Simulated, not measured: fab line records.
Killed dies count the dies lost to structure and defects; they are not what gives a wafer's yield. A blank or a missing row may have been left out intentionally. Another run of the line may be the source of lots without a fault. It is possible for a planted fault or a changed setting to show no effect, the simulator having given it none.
Chamber matching || flow n5-finfet || 4 sister chambers for N5_BEOL_M1_DESCUM_16 on rie-diel-03
The step chemistry O2, time 7 s. 4 wafers are shown with their chamber, then 11 later ones without.

== WAFERS PAIRED WITH THEIR CHAMBERS ==
{"wafer": "L086.1", "chamber": 1, "drypump-motor-current-A (A)": 5.9}
{"wafer": "L086.2", "chamber": 2, "drypump-motor-current-A (A)": 5.4}
{"wafer": "L086.5", "chamber": 0, "drypump-motor-current-A (A)": 5.2}
{"wafer": "L090.3", "chamber": 3, "drypump-motor-current-A (A)": 4.7}

== WAFERS MISSING THEIR CHAMBER ==
{"wafer": "L090.5", "drypump-motor-current-A (A)": 5.9}
{"wafer": "L090.6", "drypump-motor-current-A (A)": 5.4}
{"wafer": "L091.2", "drypump-motor-current-A (A)": 4.8}
{"wafer": "L091.4", "drypump-motor-current-A (A)": 5.9}
{"wafer": "L091.5", "drypump-motor-current-A (A)": 5.4}
{"wafer": "L095.3", "drypump-motor-current-A (A)": 4.7}
{"wafer": "L095.4", "drypump-motor-current-A (A)": 5.9}
{"wafer": "L095.5", "drypump-motor-current-A (A)": 4.7}
{"wafer": "L096.3", "drypump-motor-current-A (A)": 5.2}
{"wafer": "L096.4", "drypump-motor-current-A (A)": 5.9}
{"wafer": "L096.5", "drypump-motor-current-A (A)": 5.9}

== THE CHAMBER EACH PASSED THROUGH ==
{"wafer": "L090.5", "from the rows above": 1, "in truth": 1}
{"wafer": "L090.6", "from the rows above": 2, "in truth": 2}
{"wafer": "L091.2", "from the rows above": 3, "in truth": 3}
{"wafer": "L091.4", "from the rows above": 1, "in truth": 1}
{"wafer": "L091.5", "from the rows above": 2, "in truth": 2}
{"wafer": "L095.3", "from the rows above": 3, "in truth": 3}
{"wafer": "L095.4", "from the rows above": 1, "in truth": 1}
{"wafer": "L095.5", "from the rows above": 3, "in truth": 3}
{"wafer": "L096.3", "from the rows above": 0, "in truth": 0}
{"wafer": "L096.4", "from the rows above": 1, "in truth": 1}
{"wafer": "L096.5", "from the rows above": 1, "in truth": 1}
11 of 11 placed correctly. Not placeable from these rows: 0. Number placed wrongly: 0.
How it was worked out, from the rows above alone: a wafer's distance from a chamber is the root of the sum, over the readings, of the square of ((its reading less the chamber's mean) divided by the reading's scatter). If the next closest chamber is less than 2 further off than the closest, the wafer can't be placed; otherwise it belongs to the closest. Each chamber's mean is taken over the wafers shown for it. The scatter (one wafer shown for each chamber): square how far every hidden wafer sits from the nearest shown wafer, average those squares and take the square root.
